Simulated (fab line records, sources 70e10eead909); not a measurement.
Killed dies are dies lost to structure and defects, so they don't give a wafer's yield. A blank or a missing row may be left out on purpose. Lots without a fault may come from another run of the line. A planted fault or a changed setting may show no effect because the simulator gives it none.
Chamber matching | flow nand_harc | NHARC_P_M1_PRE_CLEAN_32 on pecvd-03: 3 sister chambers
The step time 12 s. 3 wafers are shown with their chamber, then 8 later ones without.

WAFERS WITH THEIR CHAMBER
wafer  | chamber | heater_power_w (W)
L852.4 | 0       | 595
L856.4 | 2       | 674
L866.2 | 1       | 751

WAFERS WITHOUT THEIR CHAMBER
wafer  | heater_power_w (W)
L866.4 | 741
L866.5 | 694
L865.3 | 755
L865.4 | 668
L865.5 | 675
L868.3 | 757
L868.4 | 636
L868.5 | 767

WHICH CHAMBER EACH WENT THROUGH
wafer  | from the rows above     | in truth
L866.4 | 1                       | 1
L866.5 | 2                       | 2
L865.3 | 1                       | 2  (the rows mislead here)
L865.4 | 2                       | 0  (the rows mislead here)
L865.5 | 2                       | 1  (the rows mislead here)
L868.3 | 1                       | 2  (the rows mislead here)
L868.4 | can't be placed: 2 or 0 | 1
L868.5 | 1                       | 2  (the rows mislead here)
Placed correctly: 2 of 8. Can't be placed from these rows: 1 (the true chamber is among the candidates in 0). Placed wrongly: 5.
How it was worked out, from the rows above alone: a wafer's distance from a chamber is the root of the sum, over the readings, of the square of ((its reading less the chamber's mean) divided by the reading's scatter). The wafer belongs to the nearest chamber; if the next one is less than 2 further off, it can't be placed. A chamber's mean is the mean of its shown wafers. The scatter: with one shown wafer a chamber, the root of the mean of the squares of how far each hidden wafer lies from its nearest shown one.
